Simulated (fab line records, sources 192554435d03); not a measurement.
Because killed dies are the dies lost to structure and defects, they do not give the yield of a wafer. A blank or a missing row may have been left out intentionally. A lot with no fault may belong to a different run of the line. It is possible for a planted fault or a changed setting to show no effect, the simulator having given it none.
A lot that was struck, set against a sound lot ; flow n5_finfet ; 22 out of 1938 route steps
Sound: wafers L914.1, L914.2, L914.5. Struck: wafer L925.6 (left out: L925.4, a lot-mate that was not struck); the cause follows at the end.
Per side, at each step with rows, come the tool, then ch with its chambers, and then its first start. Under that, the readings that differ: sound wafers ; struck wafers ; difference of the means ; sigmas: that difference in standard deviations of wafers without a fault.
alike: a reading whose means differ by less than 2 such deviations, as well as words and numbers matching on both sides. not compared: withheld readings; readings where some wafer has no value; bounds like >300 that might hide an equal value; numbers whose values overlap and for which the record gives no deviation.
The two part at a step that has a row with sigmas, a row that says differs or no value, or rows on one side only. When numbers do not overlap yet have no deviation, they are printed without sigmas and do not part them. A reading that every wafer of one side lacks parts them only if that side has two wafers or more.

N5_WELL_APT_CD_MEAS_08: target cd 200 nm.
  sound on cd_sem-02 ch 0, day 2 19:39; struck on cd_sem-01 ch 0, day 5 13:41
  alike: cd_nm
N5_WELL_APT_OVL_MEAS_09:
  sound on overlay-01 ch 0, day 2 19:41; struck on overlay-01 ch 0, day 5 13:43
  alike: NWELL_OVL
N5_WELL_APT_INSPECT_10: inspects for defects (macro).
  struck on defect_inspect-02, day 5 13:44; sound on defect_inspect-02, day 2 19:42
  alike: raw_defect_count
N5_WELL_APT_DESCUM_13: chemistry O2, time 7.9 s.
  sound on rie_diel-03 ch 1,2, day 2 19:44; struck on rie_diel-05 ch 2, day 5 13:49
reading;sound;struck;difference;sigmas
oes_product_au (a.u.);0.75 0.79 0.76;1.00;+0.23;+3
  alike: drypump_motor_current_A, rf_vpp_V, showerhead_plenum_p_Torr, throttle_valve_pct
  not compared: rf_hours_counter_h
then, 8 steps without rows for these wafers: N5_WELL_APT_IMPLANT_14; N5_WELL_APT_IMPLANT_15; N5_WELL_APT_STRIP_16 (strips in SPM, time 900 s); N5_WELL_APT_HMDS_18 (time 60 s); N5_WELL_APT_COAT_19 (resist thk 950 nm); N5_WELL_APT_EBR_21; N5_WELL_APT_SOFTBAKE_20 (time 60 s); N5_WELL_APT_EXPOSE_22 (exposes mask PWELL, defocus 0 nm, target cd 200 nm).
N5_WELL_APT_PEB_23: peb time 90 s.
  sound on litho_track-04 ch 0, day 2 20:49; struck on litho_track-04 ch 0, day 5 14:49
reading;sound;struck;difference;sigmas
resist_line_temp_C (C);22.82 22.81 22.91;23.08;+0.23;+2
then, 2 steps without rows for these wafers: N5_WELL_APT_DEVELOP_24 (develop time 45 s); N5_WELL_APT_HARDBAKE_29 (time 120 s).
N5_WELL_APT_CD_MEAS_25: target cd 200 nm.
  sound on cd_sem-03 ch 0, day 2 20:56; struck on cd_sem-03 ch 0, day 5 14:56
reading;sound;struck;difference;sigmas
cd_nm (nm);198.8 203.6 199.8;207.1;+6.4;+3
N5_WELL_APT_OVL_MEAS_26:
  sound on overlay-02 ch 0, day 2 20:58; struck on overlay-02 ch 0, day 5 14:58
  alike: PWELL_OVL
N5_WELL_APT_INSPECT_27: inspects for defects (macro).
  struck on defect_inspect-02, day 5 14:59; sound on defect_inspect-01, day 2 20:59
  alike: raw_defect_count
N5_WELL_APT_DESCUM_30: chemistry O2, time 7.9 s.
  sound on rie_diel-05 ch 1,2,3, day 2 21:01; struck on rie_diel-05 ch 2, day 5 15:18
reading;sound;struck;difference;sigmas
oes_product_au (a.u.);0.98 0.68 0.69;1.00;+0.22;+2
model.WELL_APT.cd_nm (nm);198.8 203.5 199.9;207.2;+6.5;
  alike: drypump_motor_current_A, rf_vpp_V, showerhead_plenum_p_Torr, throttle_valve_pct
  not compared: rf_hours_counter_h
after that, 1 step had no rows for these wafers: N5_WELL_APT_IMPLANT_31.
-- the record jumps here: 7 days lie between the struck wafers' starts before and after (it left off in module WELL_APT and takes up again in module BEOL_M4, whose first step shown is number 1111 of the route) --
N5_BEOL_M4_RC_MEAS_101:
  sound on prober-02 ch 0, day 9 12:08; struck on prober-01 ch 0, day 12 15:18
  alike: DIBL_N, DIBL_P, IOFF_N, IOFF_P, ION_N, ION_P, SS_N, SS_P, VT_N, VT_P
-- record jumps: 4 days separate the struck wafers' starts on either side; left off in module BEOL_M4, taken up again in module PASSIVATION, whose first shown step is the route's number 1936 --
N5_PASSIVATION_PROBE_49:
  rows exist in the record for the struck wafers here (prober-01, day 16 20:10), but not for the sound ones

WHERE THEY PART
Earliest at N5_WELL_APT_DESCUM_13; latest, in this record, at N5_PASSIVATION_PROBE_49.

WHY: what had been put in by the simulator
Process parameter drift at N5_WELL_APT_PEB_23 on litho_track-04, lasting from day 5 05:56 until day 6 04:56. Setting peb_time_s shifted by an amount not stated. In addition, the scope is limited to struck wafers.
